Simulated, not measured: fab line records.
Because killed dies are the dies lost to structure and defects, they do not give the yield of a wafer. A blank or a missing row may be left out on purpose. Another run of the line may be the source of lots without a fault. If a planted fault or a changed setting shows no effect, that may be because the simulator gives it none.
Matching of chambers | flow n5_finfet | 3 sister chambers for N5_BEOL_M9_PECVD_70 on pecvd-03
The step deposits SiO2 from TEOS/O2, target thk 20 nm, time 22.7 s. 3 wafers are shown with their chamber, then 8 later ones without.

== WAFERS WITH THEIR CHAMBER ==
wafer  | chamber | throttle_valve_pct (%)
L091.1 | 0       | 24.7
L091.5 | 1       | 22.5
L092.1 | 2       | 20.6

== WAFERS WITH NO CHAMBER GIVEN ==
wafer  | throttle_valve_pct (%)
L092.4 | 22.3
L092.5 | 20.1
L093.1 | 22.5
L093.4 | 24.8
L093.6 | 20.2
L095.3 | 22.4
L095.5 | 20.4
L095.6 | 24.7

== WHICH CHAMBER EACH ONE RAN IN ==
wafer  | from the rows above | in truth
L092.4 | 1                   | 1
L092.5 | 2                   | 2
L093.1 | 1                   | 1
L093.4 | 0                   | 0
L093.6 | 2                   | 2
L095.3 | 1                   | 1
L095.5 | 2                   | 2
L095.6 | 0                   | 0
Placed correctly: 8 of 8. Can't be placed from these rows: 0. Wrongly placed: 0.
How it was worked out, from the rows above alone: a wafer's distance from a chamber is the root of the sum, over the readings, of the square of ((its reading less the chamber's mean) divided by the reading's scatter). If the next closest chamber is less than 2 further off than the closest, the wafer can't be placed; otherwise it belongs to the closest. Each chamber's mean is taken over the wafers shown for it. The scatter (one wafer shown for each chamber): square how far every hidden wafer sits from the nearest shown wafer, average those squares and take the square root.
